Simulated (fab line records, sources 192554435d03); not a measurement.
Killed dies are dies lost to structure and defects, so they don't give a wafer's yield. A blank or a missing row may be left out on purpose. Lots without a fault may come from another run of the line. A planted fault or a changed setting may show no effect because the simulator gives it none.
A struck lot beside a sound one | flow n5_finfet | 38 steps out of a route of 1938
Sound: wafers L188.1, L188.4, L188.6. Struck: wafer L180.2. (L180.4 of the same lot was not struck and is left out.) The cause comes at the end.
At each step with rows: each side's tool, then ch and its chambers, then its first start. Under that, the readings that differ: sound wafers | struck wafers | difference of the means | sigmas: that difference in standard deviations of wafers without a fault.
alike: readings whose means differ by less than 2 such deviations, and words and numbers that are the same on both sides. not compared: withheld readings, readings that some wafer has no value for, bounds like >300 that may hide the same value, and numbers for which the record gives no deviation and whose values overlap.
The two part at a step that has a row with sigmas, a row that says differs or no value, or rows on one side only. Numbers that don't overlap but have no deviation are shown without sigmas and don't part them. A reading that every wafer of one side lacks parts them only if that side has two wafers or more.

first, 9 steps without rows for these wafers: N5_BEOL_M2_ANNEAL_95 (time 240 s); N5_BEOL_M2_SPUTTER_96 (material Cu, target thk 4.5 nm, time 8.29 s); N5_BEOL_M2_ECD_50 (material Cu, target thk 300 nm); N5_BEOL_M2_ANNEAL_51 (time 90 s); N5_BEOL_M2_CMP_52 (polishes, stops on SiOC, t overpolish 6.8 s, target thk 40 nm); N5_BEOL_M2_PRE_CLEAN_60 (time 15 s); N5_BEOL_M2_CO_CAP_55 (material Co, precursor CCTBA/H2, target thk 2 nm, time 102.1 s); N5_BEOL_M2_PRE_CLEAN_56 (time 15 s); N5_BEOL_M2_DEP_57 (deposits SiCN from 3MS/NH3, target thk 8 nm, time 14 s).
N5_BEOL_M3_ILD_DEP_00: deposits SiOC from DEMS/O2, target thk 79 nm, time 15.3 s.
  sound on pecvd-01 ch 0,1, day 10 18:38; struck on pecvd-01 ch 1, day 8 07:24
  reading                                      | sound          | struck | difference | sigmas
  model.SiOC_of_BEOL_M3_ILD_DEP_00.thk_nm (nm) | 78.8 79.4 80.4 | 112.4  | +32.9      |
  alike: heater_power_w, rf_fwd_power_W, showerhead_plenum_p_Torr, throttle_valve_pct
  not compared: since_wet_clean_h
N5_BEOL_M3_THK_MEAS_01:
  sound on film_metro-02, day 10 18:43; struck on film_metro-02, day 8 07:28
  reading         | sound          | struck | difference | sigmas
  M3_ILD_THK (nm) | 78.9 79.4 80.4 | 112.5  | +32.9      | +35
then, 24 steps without rows for these wafers: N5_BEOL_M3_PECVD_72 (deposits SiO2 from TEOS/O2, target thk 16 nm, time 18 s); N5_BEOL_M3_HM_DEP_02 (deposits TiN, target thk 20 nm); N5_BEOL_M3_COAT_61 (time 60 s, resist thk 60 nm); N5_BEOL_M3_COAT_62 (time 60 s, resist thk 12 nm); N5_BEOL_M3_COAT_73 (time 60 s, resist thk 5 nm); N5_BEOL_M3_COAT_05 (resist thk 30 nm); N5_BEOL_M3_EBR_07; N5_BEOL_M3_SOFTBAKE_06 (time 60 s); N5_BEOL_M3_EXPOSE_08 (exposes mask M3); N5_BEOL_M3_PEB_09 (peb time 60 s); N5_BEOL_M3_DEVELOP_10 (develop time 30 s); N5_BEOL_M3_DESCUM_16 (chemistry O2, time 7 s); N5_BEOL_M3_ETCH_74 (etches underlayer in N2/H2, target depth 6.5 nm, time 5.2 s); N5_BEOL_M3_ETCH_63 (etches SiARC in CF4, target depth 15.6 nm, time 26 s); N5_BEOL_M3_ETCH_64 (etches SOC in N2/H2, target depth 75 nm, overetch 15 nm, time 112.5 s); N5_BEOL_M3_STRIP_65 (strips in N2/H2); N5_BEOL_M3_STRIP_75 (strips in N2/H2); N5_BEOL_M3_STRIP_66 (strips in CF4); N5_BEOL_M3_HM_OPEN_17 (chemistry Cl2/BCl3, target TiN, target depth 20 nm, overetch 6 nm); N5_BEOL_M3_STRIP_19 (strips in O2); N5_BEOL_M3_COAT_67 (time 60 s, resist thk 60 nm); N5_BEOL_M3_COAT_68 (time 60 s, resist thk 12 nm); N5_BEOL_M3_COAT_76 (time 60 s, resist thk 5 nm); N5_BEOL_M3_COAT_22 (resist thk 30 nm).
N5_BEOL_M3_CMP_52: polishes, stops on SiOC, t overpolish 6.8 s, target thk 40 nm.
  sound on cmp-04 ch 0,1,2, day 11 02:35; struck on cmp-04 ch 0, day 8 23:25
  reading                                      | sound          | struck | difference | sigmas
  model.SiOC_of_BEOL_M3_ILD_DEP_00.thk_nm (nm) | 75.8 76.4 77.4 | 109.4  | +32.9      |
  model.Cu_of_BEOL_M3_ECD_50.thk_nm (nm)       | 40.6 41 40     | 73.8   | +33.3      |
  alike: edge_zone_pressure_frac, motor_current_A
N5_BEOL_M4_RC_MEAS_101:
  the record has rows for the sound wafers here (prober-01 ch 0, day 11 11:48) and none for the struck ones
-- the record jumps here: 5 days lie between the struck wafers' starts before and after (it left off in module BEOL_M4 and takes up again in module PASSIVATION, whose first step shown is number 1936 of the route) --
N5_PASSIVATION_PROBE_49:
  sound on prober-01, day 16 00:01; struck on prober-02, day 13 15:37
  reading                  | sound          | struck | difference | sigmas
  defect_limited_yield (%) | 89.1 90.2 90.3 | 0      | -90        | -69
  killed_at_M0_to_M3       | 34 44 37       | 1101   | +1063      | +99 or more
  killed_dies              | 129 116 114    | 1180   | +1060      | +71
  killed_on_rim            | 19 15 13       | 152    | +136       | +39
  sort_bin_5_function (%)  | 5.7 5.9 5.2    | 95.4   | +89.8      | +99 or more
  sort_n_pass              | 1051 1064 1066 | 0      | -1060      | -71
  sort_yield_pct (%)       | 89.1 90.2 90.3 | 0      | -90        | -69
  alike: killed_at_M4_up, killed_at_contacts, killed_at_front_end, killed_at_other, killed_open, killed_short, sort_bin_6_memory

WHERE THEY PART
First at N5_BEOL_M3_THK_MEAS_01; last, within this record, at N5_PASSIVATION_PROBE_49.

WHY: what the simulator had put in
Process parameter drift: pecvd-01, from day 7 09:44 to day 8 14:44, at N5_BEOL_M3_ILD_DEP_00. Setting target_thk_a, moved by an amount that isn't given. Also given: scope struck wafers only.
